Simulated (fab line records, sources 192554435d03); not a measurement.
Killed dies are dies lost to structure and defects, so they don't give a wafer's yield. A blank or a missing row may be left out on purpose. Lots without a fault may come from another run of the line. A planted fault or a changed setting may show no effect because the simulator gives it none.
Problem report in the 8D (eight disciplines) form, filled by code | flow n5_finfet | the parts of the form that need people (team, actions taken, sign-off) are left out

1. THE PROBLEM
run_length_s at N5_BEOL_M4_CVD_47 reads a mean of 168.1 s on 1 wafer of 1 lot; wafers without a fault read 247.1 s with a standard deviation of 0.44. That is -99 or more standard deviations from the usual mean.
The step: deposits Co from CCTBA/H2, target thk 3 nm, time 223.8 s.
First seen on wafer L146.6, day 10 13:44, on cvd_co-01. The record holds 33 wafers of 11 lots with a number at this step. Rule for "out", or "out of limits": more than 4 standard deviations from the usual mean. The other wafers with a number count as sound.

2. WHAT IT IS AND WHAT IT IS NOT
question                    | is                | is not
which readings at this step | run_length_s      | -
which lots                  | L146              | L134, L135, L137, L138, L139, L140, L141, L144, L145, L156
which wafers of those lots  | L146.6            | L146.1, L146.2
read on which tools         | cvd_co-01         | cvd_co-02
when                        | from day 10 13:44 | up to then (29 sound wafers); but 3 sound wafers of L156 came after

3. SUSPECTS, AND WHAT RULES EACH OUT
Counting: a tool at a process step up to the reading stays a suspect if it ran every lot that is out. Sound lots after the first of them don't rule it out here, since some wafers of a struck lot are sound.
- pvd_sputter-01 at N5_BEOL_M4_DEGAS_44 (time 60 s): kept. It ran the lot that is out, L146 (day 10 13:19); its last sound lot up to then is L145 (day 10 10:04).
- cvd_co-01 at N5_BEOL_M4_CVD_47 (deposits Co from CCTBA/H2, target thk 3 nm, time 223.8 s): kept. It ran the lot that is out, L146 (day 10 13:44); its last sound lot up to then is L145 (day 10 10:30). Its own readings are out on those wafers: run_length_s.
Left after counting: pvd_sputter-01 at N5_BEOL_M4_DEGAS_44, cvd_co-01 at N5_BEOL_M4_CVD_47.

4. THE CAUSE (what the simulator had put in)
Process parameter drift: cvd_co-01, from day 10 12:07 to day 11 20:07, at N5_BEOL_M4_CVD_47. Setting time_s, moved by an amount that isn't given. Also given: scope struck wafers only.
Counting left 2 suspects, and this tool is among them.

5. THE CHAIN OF EFFECTS, in route order
Each row: a reading whose mean over the struck wafers that have a number lies more than 3 standard deviations from the usual. Only readings for which the record gives a usual standard deviation are gone through. hours: the time from each lot's start at the first step in this table that gives one to its start at this step, as a median over the lots. sigmas: the change in usual standard deviations.
hours | step              | reading      | usual   | on struck wafers | change | sigmas
0     | N5_BEOL_M4_CVD_47 | run_length_s | 247.1 s | 168.1            | -79.0  | -99 or more
The process steps in it:
- N5_BEOL_M4_CVD_47: deposits Co from CCTBA/H2, target thk 3 nm, time 223.8 s.
Later measuring or inspecting steps at which every struck wafer that the step has a row for has a number for every such reading, and none has moved that far: N5_BEOL_M4_RC_MEAS_101.

6. WHAT WOULD HAVE CAUGHT IT SOONER
In this record the first reading out of limits was taken at day 10 13:44, 2 hours after the fault began at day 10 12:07.
